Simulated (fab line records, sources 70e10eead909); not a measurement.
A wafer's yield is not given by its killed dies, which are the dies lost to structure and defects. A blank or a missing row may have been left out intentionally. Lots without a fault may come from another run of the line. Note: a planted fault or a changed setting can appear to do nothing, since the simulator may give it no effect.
Struck lot and sound lot, side by side | flow nandHarc | 21 steps out of a route of 1302
Sound: the wafers L880.3, L880.4, L880.6. Struck: wafer L889.3; the same lot's L889.2 was not struck, so it is left out; see the end for the cause.
Order at every step that has rows: each side's tool, ch and its chambers, its first start. Under that, the readings that differ: sound wafers | struck wafers | difference of the means | sigmas: that difference in standard deviations of wafers without a fault.
alike: readings whose means differ by less than 2 such deviations, and words and numbers that are the same on both sides. not compared: withheld readings, readings that some wafer has no value for, bounds like >300 that may hide the same value, and numbers for which the record gives no deviation and whose values overlap.
Wherever a step has rows on one side only, a row that says differs or no value, or a row with sigmas, the two part there. Non-overlapping numbers with no deviation appear without sigmas and do not part them. A reading that every wafer of one side lacks parts them only if that side has two wafers or more.

NHARC_P_CONTACT_CMP_24: polishes, t overpolish 30 s, target thk 200 nm.
  sound on cmp-04 ch 0,2, day 10 08:19; struck on cmp-02 ch 1, day 13 22:27
  alike: motorCurrentA, overpolishRunS, slurryFilterDpKPa, timeToEndpointS
following that, these wafers have no rows for 1 step: NHARC_P_CONTACT_SRD_26.
NHARC_P_CONTACT_INSPECT_27:
  struck on defectInspect-01, day 13 22:49; sound on defectInspect-02, day 10 08:43
  alike: rawDefectCount
then, 8 steps without rows for these wafers: NHARC_P_M0_DEP_00 (deposits SiOC, target thk 150 nm); NHARC_P_M0_DEHYDRATE_01 (time 120 s); NHARC_P_M0_HMDS_02 (time 30 s); NHARC_P_M0_COAT_33 (time 65 s); NHARC_P_M0_COAT_03 (resist thk 90 nm); NHARC_P_M0_SOFTBAKE_04 (time 55 s); NHARC_P_M0_EBR_05; NHARC_P_M0_EXPOSE_06 (exposes mask P M0, target cd 90 nm).
NHARC_P_M0_PEB_07: peb time 65 s.
  sound on lithoTrack-04 ch 0, day 10 09:32; struck on lithoTrack-04 ch 0, day 13 23:38
reading        | sound                | struck | difference | sigmas
plateTempC (C) | 100.27 100.27 100.15 | 99.85  | -0.38      | -3
then, 1 step without rows for these wafers: NHARC_P_M0_DEVELOP_08 (develop time 35 s).
NHARC_P_M0_CD_MEAS_09: the cd target is 90 nm.
  sound on cdSem-03 ch 0, day 10 09:37; struck on cdSem-02 ch 0, day 13 23:43
reading   | sound          | struck | difference | sigmas
cdNm (nm) | 89.7 91.0 90.3 | 106.3  | +16.0      | +20
NHARC_P_M0_OVL_MEAS_10: pitch 180 nm.
  struck on overlay-01, day 13 23:48; sound on overlay-02, day 10 09:43
reading         | sound          | struck | difference | sigmas
overlayXNm (nm) | -1.2 -1.5 -2.0 | 0.2    | +1.8       | +2
  alike: overlayYNm
NHARC_P_M0_INSPECT_11:
  struck on defectInspect-02, day 13 23:50; sound on defectInspect-01, day 10 09:44
  alike: rawDefectCount
NHARC_P_M0_DESCUM_14: chemistry O2, time 3 s.
  sound on rieDiel-13 ch 0,1,3, day 10 09:49; struck on rieDiel-08 ch 1, day 13 23:54
reading              | sound             | struck | difference | sigmas
oesProductAu (a.u.)  | 1.023 1.000 1.009 | 0.993  | -0.018     | -2
model.P_M0.cdNm (nm) | 89.51 90.09 89.72 | 105.6  | +15.8      | 
  alike: drypumpMotorCurrentA, rfVppV, showerheadPlenumPTorr, throttleValvePct
  not compared: rfHoursCounterH
NHARC_P_M0_ETCH_34: etches the open film in N2/H2, target depth 40 nm, overetch 12 nm, time 43.94 s.
  sound on rieDiel-13 ch 0,2, day 10 09:53; struck on rieDiel-08 ch 2, day 13 23:59
  alike: drypumpMotorCurrentA, oesProductAu, rfVppV, showerheadPlenumPTorr, throttleValvePct
  not compared: rfHoursCounterH
NHARC_P_M0_ETCH_15: etches the open film in C4F8/Ar, target depth 150 nm, overetch 15 nm, time 82.5 s.
  sound on rieDiel-13 ch 0,3; struck on rieDiel-08 ch 0
reading              | sound             | struck | difference | sigmas
model.P_M0.cdNm (nm) | 89.71 90.66 90.33 | 105.3  | +15.1      | 
  alike: oesProductAu, rfVppV
  not compared: rfHoursCounterH
NHARC_P_M0_CD_MEAS_16:
  struck on cdSem-01, day 14 00:12; sound on cdSem-03, day 10 10:07
reading   | sound          | struck | difference | sigmas
cdNm (nm) | 89.4 90.8 90.3 | 105.1  | +14.9      | +18
NHARC_END_SORT_01:
  the record has rows for the sound wafers here (prober-01 ch 0, day 28 21:43) and none for the struck ones

WHERE THEY PART
Last at NHARC_END_SORT_01 as far as this record goes, first at NHARC_P_M0_PEB_07.

WHY: whatever the simulator had introduced
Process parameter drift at NHARC_P_M0_PEB_07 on lithoTrack-04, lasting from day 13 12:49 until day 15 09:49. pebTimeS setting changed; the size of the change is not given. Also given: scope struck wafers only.
